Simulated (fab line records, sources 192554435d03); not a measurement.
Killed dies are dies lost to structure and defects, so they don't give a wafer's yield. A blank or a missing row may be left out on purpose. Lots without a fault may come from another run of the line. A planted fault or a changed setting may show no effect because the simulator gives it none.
fab line records | flow n5_finfet
record lots=7 wafers=39
route steps=1938 shown BEOL_M3@977 BEOL_M5@1157 BEOL_M9@1460 BEOL_M12@1602
start_h: hours from the record's first day to the start of the lot's first wafer shown | wait_h: hours since the lot's step before | " the same as in the row above | L1.1+2: a row that stands for several wafers | - no value, or no start given | * or withheld: withheld | < > ~ a bound
route shown NAME@n: a module of which the file shows steps, and the number in the route of the first | usual: mean/standard deviation of fault-free wafers | same: alike in all rows | chamber/n: place in a boat | sites: the reading at each site | _std_site: their standard deviation | _edge_site: outer sites' mean less inner sites' | radius_mm: how far each site lies from the wafer's centre | mask NAME#n: copy n | behind: the tool/chamber that last shaped the wafer | hold: why the lot was held/for how many hours/how that ended | device: the transistor (n, p or np) that didn't switch | end of line: the same wafers' tests at the end of the route | a step without rows: its recipe alone | killed: dies lost to structure and defects at the first sort, not the wafer's yield | map: a wafer's dies, x killed, . not, _ none there
set.NAME: the setting as run; set.NAME@STEP: as run at that earlier step | model.NAME: the simulator's own value behind a step, which no gauge read
lots whose settings were changed on purpose; a table a step, a row a wafer
## steps
# step N5_BEOL_M3_VIA_ETCH_34
# recipe chemistry=C4F6/O2 target_depth_a=694 mask_material=SOC pressure_mtorr=15 ion_energy_ev=250 taper_deg=4 time_s=65.9 source_w=350 bias_w=170 Ar_flow_sccm=300 C4F6_flow_sccm=10 O2_flow_sccm=10
# columns lot.wafer tool chamber start_h wait_h set.time_s model.etch.depth_nm model.SOC_of_BEOL_M3_COAT_67.thk_nm
L074.1 rie_diel-03 3 142.24 0.0 65.9 68.37 51.8
L074.2 " 2 " " 65.9 68.16 52.2
L074.6 " 0 " " 65.9 68.95 52.2
L075.1 rie_diel-02 1 154.22 0.0 42.43 43.28 55
L075.2 " 0 " " 65.9 68.13 52.2
L075.3 " 2 " " 65.9 69.81 51.8
L075.4 " 3 " " 65.9 70.37 51.6
L075.5 " 2 " " 42.43 44.72 54.6
L075.6 " 1 " " 42.43 43.57 55
L076.1 rie_diel-02 0 174.55 0.0 37.8 37.99 56
L076.2 " 1 " " 65.9 66.43 52.6
L076.3 " 2 " " 37.8 39.18 55.8
L076.4 " 3 " " 65.9 69.82 52
L076.5 " 3 " " 37.8 39.99 55.8
L076.6 " 0 " " 65.9 66.92 52.4
L080.1 rie_diel-02 0 195.20 0.0 38.88 40.15 55.6
L080.2 " 2 " " 65.9 69.04 52
L080.3 " 3 " " 38.88 41.16 55.6
L080.4 " 2 " " 38.88 40.91 55.8
L080.5 " 0 " " 65.9 68.28 52.4
L080.6 " 3 " " 65.9 69.92 51.8
L085.1 rie_diel-02 0 213.78 0.0 88.63 92.28 49
L085.2 " 2 " " 65.9 69.93 51.8
L085.3 " 3 " " 88.63 94.75 48.8
L085.4 " 0 " " 88.63 92.37 49.2
L085.5 " 3 " " 65.9 70.7 51.6
L085.6 " 2 " " 65.9 70.12 51.8
L093.1 rie_diel-02 0 263.69 0.0 26.51 27.66 57
L093.2 " 3 " " 65.9 70.07 51.8
L093.3 " 2 " " 26.51 27.94 57
L093.4 " 1 " " 65.9 70.27 52
L093.5 " 0 " " 26.51 27.83 57
L093.6 " 3 " " 65.9 70.74 51.8
L095.1 rie_diel-02 0 299.75 0.0 65.9 68.56 52.2
L095.2 " 1 " " 48.01 50.68 54.4
L095.3 " 2 " " 65.9 69.04 52.2
L095.4 " 1 " " 48.01 51.02 54.2
L095.5 " 0 " " 65.9 69.09 52
L095.6 " 2 " " 48.01 50.05 54.2
# step N5_BEOL_M5_VIA_ETCH_34
# recipe chemistry=C4F6/O2 target=SiCOH_lowk target_depth_a=883 mask_material=SOC taper_deg=4 time_s=39.2 ion_energy_ev=250 pressure_mtorr=30 source_w=345 bias_w=185 Ar_flow_sccm=300 C4F6_flow_sccm=10 O2_flow_sccm=10
# columns lot.wafer tool chamber start_h wait_h set.target_depth_a model.etch.depth_nm model.SOC_of_BEOL_M5_COAT_65.thk_nm
L074.1 rie_diel-03 1 166.55 0.0 883 88.86 55.8
L074.2 " 3 " " 883 86.02 55.8
L074.6 " 0 " " 883 88.1 55.8
L075.1 rie_diel-03 0 194.15 0.0 883 88.59 56.2
L075.2 " 2 " " 883 86.92 55.8
L075.3 " 1 " " 883 89.06 55.8
L075.4 " 3 " " 883 85.93 56
L075.5 " 2 " " 883 87.94 56
L075.6 " 1 " " 883 88.74 55.6
L076.1 rie_diel-04 0 197.96 0.0 438.9 42.92 58.2
L076.2 " 3 " " 438.9 43.6 58.4
L076.3 " 1 " " 883 87 56
L076.4 " 2 " " 883 88.82 56.2
L076.5 " 1 " " 883 87.11 56.2
L076.6 " 2 " " 438.9 43.98 58
L080.1 rie_diel-02 0 219.96 0.0 883 87.35 56.2
L080.2 " 2 " " 883 88.62 56
L080.3 " 3 " " 883 89.16 56
L080.4 " 0 " " 1112 111.1 54.8
L080.5 " 2 " " 1112 111.3 55
L080.6 " 3 " " 1112 111.9 55
L085.1 rie_diel-02 3 231.86 0.0 570.6 58.24 57.8
L085.2 " 2 " " 570.6 57.03 57.4
L085.3 " 0 " " 883 86.7 56
L085.4 " 1 " " 570.6 57.07 57.6
L085.5 " 2 " " 883 87.72 56.2
L085.6 " 3 " " 883 90.65 56
L093.1 rie_diel-03 2 285.47 0.0 883 87.35 55.6
L093.2 " 3 " " 581.2 56.68 57.2
L093.3 " 0 " " 883 87.65 55.6
L093.4 " 1 " " 581.2 58.09 57.2
L093.5 " 3 " " 581.2 56.88 57.2
L093.6 " 2 " " 883 86.74 55.8
L095.1 rie_diel-04 3 320.67 0.0 883 85.98 56
L095.2 " 2 " " 883 87.33 56.2
L095.3 " 1 " " 883 89.24 55.6
L095.4 " 3 " " 883 86.76 55.8
L095.5 " 2 " " 883 87.69 56
L095.6 " 1 " " 883 88.67 55.8
# step N5_BEOL_M9_CVD_78
# recipe material=Co target_thk_a=20 temp_c=withheld precursor=CCTBA/H2 pressure_torr=30 time_s=138.9
# columns lot.wafer tool chamber start_h wait_h set.target_thk_a model.Co_of_BEOL_M9_CVD_78.thk_nm
L074.1+2+6 cvd_co-01 1,0,1 204.56 0.1 20 2
L075.1+4 cvd_co-01 2 232.96 0.0 20 2
L075.2 " 1 " " 11.64 1.2
L075.3 " 0 " " 20 2.2
L075.5+6 " 1,0 " " 11.64 1.4
L076.1+2+3 cvd_co-02 0,1,2 242.68 0.0 20 1.8
L076.4+5+6 " 1,2,0 " " 26.2 2.4
L080.1 cvd_co-01 2 267.67 0.1 20 1.8
L080.2+4 " 0,1 " " 20 2
L080.3+5 " 1,2 " " 12.14 1
L080.6 " 0 " " 12.14 1.2
L085.1+2+5 cvd_co-02 2,1,2 274.72 0.0 20 2
L085.3+6 " 0 " " 9.006 1
L085.4 " 1 " " 9.006 0.8
L093.1+2+5+6 cvd_co-02 0,2,1,2 330.02 0.3 20 2
L093.3+4 " 1,0 " " 20 1.8
L095.1+5 cvd_co-02 1,0 368.45 0.2 20 2
L095.2 " 0 " " 29.88 2.8
L095.3+6 " 2 " " 29.88 3
L095.4 " 1 " " 20 2.2
# step N5_BEOL_M12_ILD_DEP_00
# recipe material=SiOC target_thk_a=6589.2 temp_c=350 precursor=DEMS/O2 pressure_torr=5 rf_w=500 time_s=130.7
# columns lot.wafer tool chamber start_h wait_h set.time_s model.SiOC_of_BEOL_M12_ILD_DEP_00.thk_nm
L074.1 pecvd-02 1 224.53 0.0 130.7 661.2
L074.2 " 2 " " 130.7 652.8
L074.6 " 0 " " 130.7 671.2
L075.1 pecvd-02 2 250.15 0.0 75.26 378.8
L075.2 " 0 " " 75.26 380.2
L075.3 " 1 " " 130.7 652
L075.4 " 2 " " 75.26 387.8
L075.5 " 0 " " 130.7 664.2
L075.6 " 1 " " 130.7 656
L076.1 pecvd-01 1 262.84 0.0 130.7 651.4
L076.2 " 0 " " 130.7 663.6
L076.3 " 2 " " 130.7 662.4
L076.4 " 0 " " 130.7 668.2
L076.5 " 1 " " 130.7 661
L076.6 " 2 " " 130.7 676.6
L080.1 pecvd-03 1 287.03 0.0 130.7 643.6
L080.2 " 2 " " 160.6 803.2
L080.3 " 0 " " 160.6 801.8
L080.4 " 2 " " 160.6 814
L080.5 " 0 " " 130.7 667.2
L080.6 " 1 " " 130.7 651.8
L085.1 pecvd-03 0 295.48 0.0 130.7 664.6
L085.2 " 1 " " 130.7 648.6
L085.3 " 2 " " 130.7 660
L085.4 " 0 " " 69.66 358.6
L085.5 " 2 " " 69.66 363.6
L085.6 " 1 " " 69.66 348.2
L093.1 pecvd-01 2 353.56 0.0 190.8 955.6
L093.2 " 1 " " 130.7 659.2
L093.3 " 0 " " 130.7 655.4
L093.4 " 0 " " 190.8 973.8
L093.5 " 1 " " 130.7 669.2
L093.6 " 2 " " 190.8 973
L095.1 pecvd-01 0 383.74 0.0 130.7 649.6
L095.2 " 1 " " 130.7 645.8
L095.3 " 2 " " 130.7 651.4
L095.4 " 0 " " 130.7 656.4
L095.5 " 2 " " 130.7 664.8
L095.6 " 1 " " 130.7 657.6
# step N5_BEOL_M12_THK_MEAS_01
# recipe reads=SiOC_of_BEOL_M12_ILD_DEP_00
# usual M12_ILD_THK=659/8.2
# columns lot.wafer tool chamber start_h wait_h set.time_s@BEOL_M12_ILD_DEP_00 M12_ILD_THK[nm]
L074.1 film_metro-02 - 224.67 0.1 130.7 661
L074.2 " - " " 130.7 653
L074.6 " - " " 130.7 671
L075.1 film_metro-02 - 250.28 0.1 75.26 379
L075.2 " - " " 75.26 380
L075.3 " - " " 130.7 652
L075.4 " - " " 75.26 388
L075.5 " - " " 130.7 664
L075.6 " - " " 130.7 656
L076.1 film_metro-02 - 262.98 0.1 130.7 651
L076.2 " - " " 130.7 664
L076.3 " - " " 130.7 662
L076.4 " - " " 130.7 668
L076.5 " - " " 130.7 661
L076.6 " - " " 130.7 677
L080.1 film_metro-01 - 287.16 0.1 130.7 643
L080.2 " - " " 160.6 803
L080.3 " - " " 160.6 802
L080.4 " - " " 160.6 814
L080.5 " - " " 130.7 667
L080.6 " - " " 130.7 652
L085.1 film_metro-01 - 295.61 0.1 130.7 664
L085.2 " - " " 130.7 649
L085.3 " - " " 130.7 660
L085.4 " - " " 69.66 359
L085.5 " - " " 69.66 363
L085.6 " - " " 69.66 348
L093.1 film_metro-02 - 353.70 0.1 190.8 955
L093.2 " - " " 130.7 659
L093.3 " - " " 130.7 655
L093.4 " - " " 190.8 973
L093.5 " - " " 130.7 670
L093.6 " - " " 190.8 973
L095.1 film_metro-01 - 383.87 0.1 130.7 649
L095.2 " - " " 130.7 645
L095.3 " - " " 130.7 651
L095.4 " - " " 130.7 656
L095.5 " - " " 130.7 665
L095.6 " - " " 130.7 658
# step N5_BEOL_M12_COAT_58
# recipe resist=BARC temp_c=205 time_s=60 spin_rpm=1500 resist_thk_nm=89
# step N5_BEOL_M12_COAT_04
# recipe spin_rpm=1625 resist_thk_nm=400
# step N5_BEOL_M12_DESCUM_15
# recipe chemistry=O2 time_s=7.9 source_power_w=50 bias_power_w=20 pressure_mtorr=20 rf_frequency_hz=2.712e+07 temp_c=40 o2_flow_sccm=225
# step N5_BEOL_M12_ETCH_59
# recipe chemistry=N2/H2 target=BARC target_depth_a=890 overetch_a=267 time_s=67.9 ion_energy_ev=200 pressure_mtorr=30 source_w=840 bias_w=150 n2_flow_sccm=200 h2_flow_sccm=200
# step N5_BEOL_M12_VIA_ETCH_16
# recipe chemistry=C4F8/O2/Ar target=SiOC pressure_mtorr=30 source_w=3000 bias_w=700 Ar_flow_sccm=400 C4F8_flow_sccm=15 O2_flow_sccm=8 he_inner_torr=15 he_outer_torr=30 target_depth_a=7248 time_s=withheld ion_energy_ev=250 ends=cleared
# columns lot.wafer tool chamber start_h wait_h set.time_s@BEOL_M12_ILD_DEP_00 model.etch.depth_nm model.coat_of_BEOL_M12_COAT_04.thk_nm
L074.1 rie_diel-01 0 225.14 0.0 * 661.2 123
L074.2 " 3 " " * 652.9 125.4
L074.6 " 3 " " * 671.3 121
L075.1 rie_diel-06 0 250.87 0.1 * 378.8 205.2
L075.2 " 1 " " * 380.1 205.2
L075.3 " 0 " " * 652 124.2
L075.4 " 1 " " * 387.9 203.4
L075.5 " 0 " " * 664.3 120.4
L075.6 " 1 " " * 656.1 124.4
L076.1 rie_diel-05 3 263.45 0.0 * 651.3 126.6
L076.2 " 1 " " * 663.6 123.2
L076.3 " 0 " " * 662.5 124.6
L076.4 " 2 " " * 668.1 121.6
L076.5 " 2 " " * 661.1 122.4
L076.6 " 3 " " * 676.6 118.6
L080.1 rie_diel-06 1 287.65 0.0 * 643.5 130.8
L080.2 " 2 " " * 803.3 83
L080.3 " 3 " " * 801.7 85.2
L080.4 " 0 " " * 814 78.4
L080.5 " 0 " " * 667.2 121.6
L080.6 " 1 " " * 651.7 127.8
L085.1 rie_diel-05 0 296.11 0.0 * 664.7 123.8
L085.2 " 2 " " * 648.6 126.6
L085.3 " 1 " " * 660 124.8
L085.4 " 3 " " * 358.6 213.8
L085.5 " 0 " " * 363.5 213.4
L085.6 " 3 " " * 348.3 216.2
L093.1 rie_diel-01 3 354.76 0.0 * 955.7 39
L093.2 " 0 " " * 659.3 125.8
L093.3 " 2 " " * 655.3 123.2
L093.4 " 1 " " * 973.8 33.6
L093.5 " 1 " " * 669.2 123.2
L093.6 " 0 " " * 973 31.8
L095.1 rie_diel-05 0 384.95 0.0 * 649.6 127.8
L095.2 " 3 " " * 645.7 127
L095.3 " 1 " " * 651.4 126.6
L095.4 " 2 " " * 656.4 125.6
L095.5 " 3 " " * 664.8 121
L095.6 " 2 " " * 657.6 123.6
# step N5_BEOL_M12_STRIP_63
# recipe chemistry=N2/H2 power_w=1000 temp_c=250 h2_frac=0.65 overash_fraction=0.3 pressure_mtorr=1000 n2_flow_sccm=1750 h2_flow_sccm=3250
# usual oes_product_au=0.694/0.0045 strip_time_to_endpoint_s=42.6/0.77
# columns lot.wafer tool chamber start_h wait_h set.time_s@BEOL_M12_ILD_DEP_00 oes_product_au strip_time_to_endpoint_s
L074.1 plasma_asher-01 0 225.34 - 130.7 0.691 42.5
L074.2 " 1 " " 130.7 0.688 43.2
L074.6 " 1 " " 130.7 0.688 41.9
L075.1 plasma_asher-02 1 251.16 - 75.26 0.795 64.0
L075.2 " 0 " " 75.26 0.791 64.0
L075.3 " 0 " " 130.7 0.697 42.8
L075.4 " 1 " " 75.26 0.778 63.5
L075.5 " 1 " " 130.7 0.687 41.8
L075.6 " 0 " " 130.7 0.689 42.8
L076.1 plasma_asher-02 0 263.65 - 130.7 0.697 43.4
L076.2 " 1 " " 130.7 0.698 42.5
L076.3 " 1 " " 130.7 0.701 42.9
L076.4 " 0 " " 130.7 0.689 42.1
L076.5 " 1 " " 130.7 0.697 42.3
L076.6 " 0 " " 130.7 0.689 41.3
L080.1 plasma_asher-02 0 287.85 - 130.7 0.689 44.6
L080.2 " 1 " " 160.6 0.684 31.4
L080.3 " 1 " " 160.6 0.683 32.0
L080.4 " 0 " " 160.6 0.678 30.1
L080.5 " 1 " " 130.7 0.692 42.1
L080.6 " 0 " " 130.7 0.692 43.8
L085.1 plasma_asher-02 0 296.39 - 130.7 0.694 42.7
L085.2 " 1 " " 130.7 0.698 43.5
L085.3 " 1 " " 130.7 0.691 42.9
L085.4 " 0 " " 69.66 0.819 66.2
L085.5 " 1 " " 69.66 0.804 66.1
L085.6 " 0 " " 69.66 0.813 66.8
L093.1 plasma_asher-01 1 354.96 - 190.8 0.654 18.1
L093.2 " 0 " " 130.7 0.687 43.2
L093.3 " 0 " " 130.7 0.695 42.6
L093.4 " 1 " " 190.8 0.641 16.3
L093.5 " 0 " " 130.7 0.698 42.5
L093.6 " 1 " " 190.8 0.643 15.7
L095.1 plasma_asher-02 1 385.15 - 130.7 0.691 43.8
L095.2 " 0 " " 130.7 0.689 43.5
L095.3 " 1 " " 130.7 0.696 43.5
L095.4 " 0 " " 130.7 0.696 43.2
L095.5 " 1 " " 130.7 0.691 41.9
L095.6 " 0 " " 130.7 0.686 42.7
## key
split step=N5_BEOL_M3_VIA_ETCH_34 setting=time_s stated=65.9 by=wafer
response step=N5_BEOL_M3_VIA_ETCH_34 reading=model.etch.depth_nm change=+0.694 per=1% r=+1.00
response step=N5_BEOL_M3_VIA_ETCH_34 reading=model.SOC_of_BEOL_M3_COAT_67.thk_nm change=-0.0842 per=1% r=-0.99
split step=N5_BEOL_M5_VIA_ETCH_34 setting=target_depth_a stated=883 by=wafer
response step=N5_BEOL_M5_VIA_ETCH_34 reading=model.etch.depth_nm change=+0.878 per=1% r=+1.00
response step=N5_BEOL_M5_VIA_ETCH_34 reading=model.SOC_of_BEOL_M5_COAT_65.thk_nm change=-0.0427 per=1% r=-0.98
split step=N5_BEOL_M9_CVD_78 setting=target_thk_a stated=20 by=wafer
response step=N5_BEOL_M9_CVD_78 reading=model.Co_of_BEOL_M9_CVD_78.thk_nm change=+0.019 per=1% r=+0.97
split step=N5_BEOL_M12_ILD_DEP_00 setting=time_s stated=130.7 by=wafer
response step=N5_BEOL_M12_ILD_DEP_00 reading=model.SiOC_of_BEOL_M12_ILD_DEP_00.thk_nm change=+6.54 per=1% r=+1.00
response step=N5_BEOL_M12_THK_MEAS_01 reading=M12_ILD_THK change=+6.53 per=1% r=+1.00
response step=N5_BEOL_M12_VIA_ETCH_16 reading=model.etch.depth_nm change=+6.54 per=1% r=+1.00
response step=N5_BEOL_M12_VIA_ETCH_16 reading=model.coat_of_BEOL_M12_COAT_04.thk_nm change=-1.93 per=1% r=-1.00
response step=N5_BEOL_M12_STRIP_63 reading=oes_product_au change=-0.00181 per=1% r=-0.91
response step=N5_BEOL_M12_STRIP_63 reading=strip_time_to_endpoint_s change=* per=1% r=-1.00
